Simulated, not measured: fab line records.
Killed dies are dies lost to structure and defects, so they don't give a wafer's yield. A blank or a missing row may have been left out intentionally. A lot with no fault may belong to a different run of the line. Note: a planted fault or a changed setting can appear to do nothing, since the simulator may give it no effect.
Chamber matching / flow n5 finfet / N5_GATE_CUT_STRIP_42 on rie diel-06: 4 sister chambers
The step strips in O2. 14 wafers are shown with their chamber, then 7 later ones without.

== WAFERS, EACH WITH ITS CHAMBER ==
wafer=L082.3; chamber=1; drypump motor current A (A)=5.46; showerhead plenum p Torr (Torr)=2.14; throttle valve pct (%)=16.81
wafer=L082.5; chamber=0; drypump motor current A (A)=5.07; showerhead plenum p Torr (Torr)=2.20; throttle valve pct (%)=16.62
wafer=L082.6; chamber=1; drypump motor current A (A)=5.43; showerhead plenum p Torr (Torr)=2.14; throttle valve pct (%)=16.82
wafer=L084.1; chamber=3; drypump motor current A (A)=5.34; showerhead plenum p Torr (Torr)=2.10; throttle valve pct (%)=16.83
wafer=L084.4; chamber=3; drypump motor current A (A)=5.30; showerhead plenum p Torr (Torr)=2.10; throttle valve pct (%)=16.84
wafer=L084.5; chamber=1; drypump motor current A (A)=5.43; showerhead plenum p Torr (Torr)=2.14; throttle valve pct (%)=16.83
wafer=L086.3; chamber=0; drypump motor current A (A)=5.09; showerhead plenum p Torr (Torr)=2.20; throttle valve pct (%)=16.63
wafer=L086.4; chamber=3; drypump motor current A (A)=5.32; showerhead plenum p Torr (Torr)=2.10; throttle valve pct (%)=16.84
wafer=L086.5; chamber=0; drypump motor current A (A)=5.09; showerhead plenum p Torr (Torr)=2.20; throttle valve pct (%)=16.62
wafer=L090.2; chamber=0; drypump motor current A (A)=5.08; showerhead plenum p Torr (Torr)=2.19; throttle valve pct (%)=16.65
wafer=L090.3; chamber=3; drypump motor current A (A)=5.32; showerhead plenum p Torr (Torr)=2.09; throttle valve pct (%)=16.87
wafer=L090.4; chamber=0; drypump motor current A (A)=5.08; showerhead plenum p Torr (Torr)=2.20; throttle valve pct (%)=16.65
wafer=L091.1; chamber=2; drypump motor current A (A)=5.88; showerhead plenum p Torr (Torr)=2.09; throttle valve pct (%)=17.04
wafer=L091.2; chamber=3; drypump motor current A (A)=5.30; showerhead plenum p Torr (Torr)=2.09; throttle valve pct (%)=16.88

SIGNATURES (means of the wafers above)
reading=drypump motor current A; chamber 0=5.0820; chamber 1=5.4400; chamber 2=5.8800; chamber 3=5.3160; scatter within a chamber=0.0141
reading=showerhead plenum p Torr; chamber 0=2.1980; chamber 1=2.1400; chamber 2=2.0900; chamber 3=2.0960; scatter within a chamber=0.00447
reading=throttle valve pct; chamber 0=16.6340; chamber 1=16.8200; chamber 2=17.0400; chamber 3=16.8520; scatter within a chamber=0.0173
Rule: distance of a wafer from a chamber = root of the sum over the readings of ((wafer's reading minus chamber's mean) / reading's scatter) squared. If the next closest chamber is less than 2 further off than the closest, the wafer can't be placed; otherwise it belongs to the closest. The scatter: the root of (the sum of the squares of (reading less its chamber's mean) over the shown wafers, divided by (wafers less chambers)).

== WAFERS WITH NO CHAMBER GIVEN ==
wafer=L091.4; drypump motor current A (A)=5.31; showerhead plenum p Torr (Torr)=2.09; throttle valve pct (%)=16.87
wafer=L092.1; drypump motor current A (A)=5.92; showerhead plenum p Torr (Torr)=2.09; throttle valve pct (%)=17.03
wafer=L092.2; drypump motor current A (A)=5.04; showerhead plenum p Torr (Torr)=2.19; throttle valve pct (%)=16.66
wafer=L092.3; drypump motor current A (A)=5.33; showerhead plenum p Torr (Torr)=2.09; throttle valve pct (%)=16.86
wafer=L094.1; drypump motor current A (A)=5.43; showerhead plenum p Torr (Torr)=2.14; throttle valve pct (%)=16.34
wafer=L094.4; drypump motor current A (A)=5.89; showerhead plenum p Torr (Torr)=2.09; throttle valve pct (%)=17.03
wafer=L094.5; drypump motor current A (A)=5.45; showerhead plenum p Torr (Torr)=2.14; throttle valve pct (%)=16.33

== CHAMBER TAKEN BY EACH ==
wafer=L091.4; from the rows above=3; in truth=3
wafer=L092.1; from the rows above=2; in truth=2
wafer=L092.2; from the rows above=0; in truth=0
wafer=L092.3; from the rows above=3; in truth=3
wafer=L094.1; from the rows above=1; in truth=1
wafer=L094.4; from the rows above=2; in truth=2
wafer=L094.5; from the rows above=1; in truth=1
Correct placement for 7 of the 7. Not placeable from these rows: 0. Number placed wrongly: 0.
